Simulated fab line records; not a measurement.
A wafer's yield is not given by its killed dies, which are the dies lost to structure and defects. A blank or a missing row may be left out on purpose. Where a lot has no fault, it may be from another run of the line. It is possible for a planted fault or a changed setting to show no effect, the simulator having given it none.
Matching of chambers || flow nand_harc || rie_diel-03 running NHARC_P_GATE_DESCUM_93: 4 sister chambers
The step chemistry O2, time 3 s. 8 wafers are shown with their chamber, then 9 later ones without.

== WAFERS WITH THEIR CHAMBER ==
{"wafer": "L913.4", "chamber": 3, "showerhead_plenum_p_Torr (Torr)": 1.83, "drypump_motor_current_A (A)": 6.5}
{"wafer": "L915.5", "chamber": 0, "showerhead_plenum_p_Torr (Torr)": 1.87, "drypump_motor_current_A (A)": 5.9}
{"wafer": "L919.4", "chamber": 1, "showerhead_plenum_p_Torr (Torr)": 2.06, "drypump_motor_current_A (A)": 5.4}
{"wafer": "L919.5", "chamber": 1, "showerhead_plenum_p_Torr (Torr)": 2.06, "drypump_motor_current_A (A)": 5.4}
{"wafer": "L918.5", "chamber": 2, "showerhead_plenum_p_Torr (Torr)": 1.94, "drypump_motor_current_A (A)": 5.8}
{"wafer": "L922.1", "chamber": 3, "showerhead_plenum_p_Torr (Torr)": 1.83, "drypump_motor_current_A (A)": 6.5}
{"wafer": "L922.2", "chamber": 2, "showerhead_plenum_p_Torr (Torr)": 1.93, "drypump_motor_current_A (A)": 5.8}
{"wafer": "L922.3", "chamber": 0, "showerhead_plenum_p_Torr (Torr)": 1.87, "drypump_motor_current_A (A)": 5.8}

== WAFERS WITH NO CHAMBER GIVEN ==
{"wafer": "L927.2", "showerhead_plenum_p_Torr (Torr)": 1.87, "drypump_motor_current_A (A)": 5.8}
{"wafer": "L927.3", "showerhead_plenum_p_Torr (Torr)": 2.05, "drypump_motor_current_A (A)": 5.4}
{"wafer": "L927.6", "showerhead_plenum_p_Torr (Torr)": 2.05, "drypump_motor_current_A (A)": 5.3}
{"wafer": "L926.1", "showerhead_plenum_p_Torr (Torr)": 1.83, "drypump_motor_current_A (A)": 6.5}
{"wafer": "L926.4", "showerhead_plenum_p_Torr (Torr)": 1.93, "drypump_motor_current_A (A)": 5.8}
{"wafer": "L926.5", "showerhead_plenum_p_Torr (Torr)": 1.87, "drypump_motor_current_A (A)": 5.9}
{"wafer": "L933.3", "showerhead_plenum_p_Torr (Torr)": 1.93, "drypump_motor_current_A (A)": 5.8}
{"wafer": "L933.5", "showerhead_plenum_p_Torr (Torr)": 1.83, "drypump_motor_current_A (A)": 6.5}
{"wafer": "L933.6", "showerhead_plenum_p_Torr (Torr)": 1.87, "drypump_motor_current_A (A)": 5.9}

== WHICH CHAMBER EACH WENT THROUGH ==
{"wafer": "L927.2", "from the rows above": 0, "in truth": 0}
{"wafer": "L927.3", "from the rows above": 1, "in truth": 1}
{"wafer": "L927.6", "from the rows above": 1, "in truth": 1}
{"wafer": "L926.1", "from the rows above": 3, "in truth": 3}
{"wafer": "L926.4", "from the rows above": 2, "in truth": 2}
{"wafer": "L926.5", "from the rows above": 0, "in truth": 0}
{"wafer": "L933.3", "from the rows above": 2, "in truth": 2}
{"wafer": "L933.5", "from the rows above": 3, "in truth": 3}
{"wafer": "L933.6", "from the rows above": 0, "in truth": 0}
Correctly placed: 9 of 9. From these rows, 0 cannot be placed. Number placed wrongly: 0.
How it was worked out, from the rows above alone: a wafer's distance from a chamber is the root of the sum, over the readings, of the square of ((its reading less the chamber's mean) divided by the reading's scatter). If the next closest chamber is less than 2 further off than the closest, the wafer can't be placed; otherwise it belongs to the closest. A chamber's mean is the mean of its shown wafers. The scatter: the root of (the sum of the squares of (reading less its chamber's mean) over the shown wafers, divided by (wafers less chambers)).
